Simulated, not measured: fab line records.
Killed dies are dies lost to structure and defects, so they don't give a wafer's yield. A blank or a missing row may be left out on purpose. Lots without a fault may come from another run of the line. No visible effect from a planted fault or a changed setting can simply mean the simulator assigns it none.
Chamber matching | flow n5 finfet | rie diel-01 running N5_BEOL_M7_STRIP_36: 4 sister chambers
The step strips in N2/H2. 20 wafers are shown with their chamber, then 10 later ones without.

WAFERS WITH THEIR CHAMBER
wafer  | chamber | showerhead plenum p Torr (Torr) | drypump motor current A (A) | throttle valve pct (%)
L075.1 | 2       | 2.47                            | 4.9                         | 23.58
L075.3 | 1       | 2.44                            | 5.8                         | 23.31
L075.6 | 3       | 2.46                            | 4.7                         | 23.41
L080.1 | 2       | 2.47                            | 4.9                         | 23.53
L080.4 | 0       | 2.64                            | 5.7                         | 24.07
L080.6 | 1       | 2.43                            | 5.8                         | 23.33
L079.2 | 1       | 2.43                            | 5.8                         | 23.33
L079.4 | 3       | 2.46                            | 4.7                         | 23.42
L079.5 | 0       | 2.64                            | 5.8                         | 24.09
L081.3 | 3       | 2.46                            | 4.7                         | 23.43
L081.4 | 2       | 2.47                            | 4.9                         | 23.55
L081.5 | 1       | 2.43                            | 5.8                         | 23.33
L083.3 | 0       | 2.64                            | 5.8                         | 24.05
L083.4 | 3       | 2.45                            | 4.7                         | 23.44
L083.5 | 1       | 2.43                            | 5.8                         | 23.36
L087.1 | 0       | 2.64                            | 5.7                         | 24.09
L087.2 | 2       | 2.46                            | 4.9                         | 23.58
L087.3 | 1       | 2.43                            | 5.8                         | 23.37
L089.1 | 3       | 2.45                            | 4.7                         | 23.47
L089.3 | 2       | 2.46                            | 5.0                         | 23.58

SIGNATURES (averages over the wafers above)
reading                  | chamber 0 | chamber 1 | chamber 2 | chamber 3 | scatter within a chamber
showerhead plenum p Torr | 2.6400    | 2.4317    | 2.4660    | 2.4560    | 0.0045
drypump motor current A  | 5.750     | 5.800     | 4.920     | 4.700     | 0.0335
throttle valve pct       | 24.0750   | 23.3383   | 23.5640   | 23.4340   | 0.0221
Rule: a wafer lies at a distance from a chamber equal to the root of the sum of squares, over the readings, of (its reading less the chamber's mean, divided by the reading's scatter). If the next closest chamber is less than 2 further off than the closest, the wafer can't be placed; otherwise it belongs to the closest. The scatter: the root of (the sum of the squares of (reading less its chamber's mean) over the shown wafers, divided by (wafers less chambers)).

WAFERS WHOSE CHAMBER IS MISSING
wafer  | showerhead plenum p Torr (Torr) | drypump motor current A (A) | throttle valve pct (%)
L089.6 | 2.63                            | 5.8                         | 24.12
L090.3 | 2.63                            | 5.7                         | 24.12
L090.4 | 2.46                            | 5.0                         | 23.59
L090.6 | 2.42                            | 5.8                         | 23.37
L094.1 | 2.42                            | 5.7                         | 23.38
L094.4 | 2.44                            | 4.7                         | 23.47
L094.6 | 2.42                            | 5.8                         | 23.37
L096.3 | 2.45                            | 5.0                         | 23.57
L096.4 | 2.42                            | 5.7                         | 23.39
L096.6 | 2.62                            | 5.7                         | 24.13

WHICH CHAMBER EACH WENT THROUGH
wafer  | from the rows above | in truth
L089.6 | 0                   | 0
L090.3 | 0                   | 0
L090.4 | 2                   | 2
L090.6 | 1                   | 1
L094.1 | 1                   | 1
L094.4 | 3                   | 3
L094.6 | 1                   | 1
L096.3 | 2                   | 2
L096.4 | 1                   | 1
L096.6 | 0                   | 0
Correct placement for 10 of the 10. Can't be placed from these rows: 0. Number placed wrongly: 0.
